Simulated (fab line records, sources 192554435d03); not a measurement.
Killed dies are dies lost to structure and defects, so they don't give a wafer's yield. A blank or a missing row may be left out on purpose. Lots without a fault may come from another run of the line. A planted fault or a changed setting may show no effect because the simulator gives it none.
Chamber matching | flow n5_finfet | N5_BEOL_M6_CURE_74 on uv_cure-03: 3 sister chambers
The step cures SiCOH lowk, time 240 s. 6 wafers are shown with their chamber, then 11 later ones without.

WAFERS WITH THEIR CHAMBER
wafer  | chamber | wafer_temp_C_max | lamp_power_pct (%)
L077.6 | 1       | 386.7            | 52.33
L080.5 | 0       | 387.4            | 52.27
L080.6 | 0       | 386.8            | 52.32
L085.5 | 2       | 387.2            | 52.28
L085.6 | 2       | 387.8            | 52.36
L086.1 | 1       | 387.8            | 52.28

WAFERS WITHOUT THEIR CHAMBER
wafer  | wafer_temp_C_max | lamp_power_pct (%)
L086.2 | 388.3            | 52.37
L086.3 | 386.8            | 52.35
L086.4 | 387.1            | 52.27
L086.5 | 387.0            | 52.32
L086.6 | 387.9            | 52.23
L092.2 | 386.9            | 52.47
L092.3 | 387.6            | 52.28
L092.5 | 386.6            | 52.33
L093.1 | 387.6            | 52.23
L093.3 | 387.2            | 52.43
L093.6 | 386.9            | 52.32

WHICH CHAMBER EACH WENT THROUGH
wafer  | from the rows above          | in truth
L086.2 | can't be placed: 2 or 1 or 0 | 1
L086.3 | can't be placed: 1 or 0 or 2 | 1
L086.4 | can't be placed: 0 or 1 or 2 | 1
L086.5 | can't be placed: 1 or 0 or 2 | 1
L086.6 | can't be placed: 0 or 1 or 2 | 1
L092.2 | can't be placed: 2 or 1 or 0 | 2
L092.3 | can't be placed: 1 or 2 or 0 | 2
L092.5 | can't be placed: 0 or 1 or 2 | 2
L093.1 | can't be placed: 0 or 1 or 2 | 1
L093.3 | can't be placed: 2 or 1 or 0 | 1
L093.6 | can't be placed: 0 or 1 or 2 | 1
Placed correctly: 0 of 11. Can't be placed from these rows: 11 (the true chamber is among the candidates in 11). Placed wrongly: 0.
How it was worked out, from the rows above alone: a wafer's distance from a chamber is the root of the sum, over the readings, of the square of ((its reading less the chamber's mean) divided by the reading's scatter). The wafer belongs to the nearest chamber; if the next one is less than 2 further off, it can't be placed. A chamber's mean is the mean of its shown wafers. The scatter: the root of (the sum of the squares of (reading less its chamber's mean) over the shown wafers, divided by (wafers less chambers)).
